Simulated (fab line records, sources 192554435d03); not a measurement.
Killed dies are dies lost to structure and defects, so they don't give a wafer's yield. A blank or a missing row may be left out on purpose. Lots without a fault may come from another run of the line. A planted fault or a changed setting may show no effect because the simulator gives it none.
A struck lot beside a sound one | flow n5_finfet | 15 steps out of a route of 1938
Sound: wafers L759.2, L759.3, L759.4. Struck: wafers L770.3, L770.5. (L770.2 of the same lot was not struck and is left out.) The cause comes at the end.
At each step with rows: each side's tool, then ch and its chambers, then its first start. Under that, the readings that differ: sound wafers | struck wafers | difference of the means | sigmas: that difference in standard deviations of wafers without a fault.
alike: readings whose means differ by less than 2 such deviations, and words and numbers that are the same on both sides. not compared: withheld readings, readings that some wafer has no value for, bounds like >300 that may hide the same value, and numbers for which the record gives no deviation and whose values overlap.
The two part at a step that has a row with sigmas, a row that says differs or no value, or rows on one side only. Numbers that don't overlap but have no deviation are shown without sigmas and don't part them. A reading that every wafer of one side lacks parts them only if that side has two wafers or more.

N5_SD_ACTIVATION_LSA_01: time 0.0008 s.
  sound on laser_anneal-01 ch 0, day 5 23:19; struck on laser_anneal-02 ch 0, day 8 17:14
  alike: wafer_temp_C_max
N5_SD_ACTIVATION_RS_MEAS_03: measures by four-point-probe.
  sound on film_metro-02, day 5 23:30; struck on film_metro-01, day 8 17:25
  alike: RS_SD_N, RS_SD_P
N5_SD_ACTIVATION_INSPECT_02: inspects for defects (darkfield).
  sound on defect_inspect-01, day 5 23:48; struck on defect_inspect-02, day 8 17:44
  alike: raw_defect_count
N5_ILD0_LINER_00: material SiNx, target thk 4 nm, pulse time 1 s, purge time 2 s.
  sound on ald_sin-02 ch 0,2,3, day 5 23:50; struck on ald_sin-03 ch 1,3, day 8 18:14
  alike: heater_power_w, precursor_pulse_height_rel
  not compared: since_wet_clean_h
then, 2 steps without rows for these wafers: N5_ILD0_FCVD_FILL_01 (material SiO2 flowable, target thk 200 nm, time 328.3 s); N5_ILD0_CURE_02 (time 1800 s).
N5_ILD0_CMP_03: polishes, stops on SiNx, t overpolish 1.9 s, target thk 197.38 nm.
  sound on cmp-04 ch 0,1,3, day 6 02:14; struck on cmp-01 ch 1,2, day 8 20:58
  alike: motor_current_A, overpolish_run_s, time_to_endpoint_s
N5_ILD0_THK_MEAS_04:
  sound on film_metro-02, day 6 02:30; struck on film_metro-02, day 8 21:16
  alike: thk_nm
N5_ILD0_CMP_07: polishes SiO2 flowable, stops on poly-Si, t overpolish 1.18 s, target thk 138.88 nm.
  sound on cmp-02 ch 0,2,3, day 6 02:32; struck on cmp-04 ch 2,3, day 8 21:17
  alike: motor_current_A
N5_ILD0_THK_MEAS_08:
  sound on film_metro-01, day 6 02:49; struck on film_metro-02, day 8 21:35
  alike: thk_nm
then, 1 step without rows for these wafers: N5_ILD0_PRECLEAN_10 (cleans in NF3:NH3, afs cycles 5, time 20 s, sublimation time 60 s).
N5_ILD0_ALD_15: deposits SiNx, target thk 24 nm, pulse time 1 s, ald cycles 480.
  sound on ald_sin-04 ch 0,1,2, day 6 03:32; struck on ald_sin-03 ch 3, day 8 22:18
  reading                               | sound       | struck    | difference | sigmas
  ald_cycles                            | 480 480 480 | 851 851   | +371       |
  model.SiNx_of_ILD0_ALD_15.thk_nm (nm) | 24 24 24    | 42.6 42.6 | +18.6      |
  alike: heater_power_w, precursor_pulse_height_rel
  not compared: since_wet_clean_h
N5_ILD0_CMP_12: polishes SiNx, stops on poly-Si, t overpolish 6 s, target thk 17.67 nm.
  sound on cmp-04 ch 1,2,3, day 6 05:44; struck on cmp-02 ch 0,2, day 9 00:30
  reading                | sound          | struck    | difference | sigmas
  time_to_endpoint_s (s) | 27.0 28.9 27.4 | 51.0 55.1 | +25.3      | +11
  alike: motor_current_A
N5_ILD0_THK_MEAS_13:
  sound on film_metro-02, day 6 06:02; struck on film_metro-01, day 9 00:48
  alike: thk_nm
-- the record jumps here: 5 days lie between the struck wafers' starts before and after (it left off in module ILD0 and takes up again in module BEOL_M4, whose first step shown is number 1111 of the route) --
N5_BEOL_M4_RC_MEAS_101:
  sound on prober-02 ch 0, day 10 04:09; struck on prober-02 ch 0, day 13 13:27
  alike: DIBL_N, DIBL_P, IOFF_N, IOFF_P, ION_N, ION_P, SS_N, SS_P, VT_N, VT_P

WHERE THEY PART
Only at N5_ILD0_CMP_12, within this record. Later steps at which nothing parts them and some readings are alike: N5_ILD0_THK_MEAS_13, N5_BEOL_M4_RC_MEAS_101.

WHY: what the simulator had put in
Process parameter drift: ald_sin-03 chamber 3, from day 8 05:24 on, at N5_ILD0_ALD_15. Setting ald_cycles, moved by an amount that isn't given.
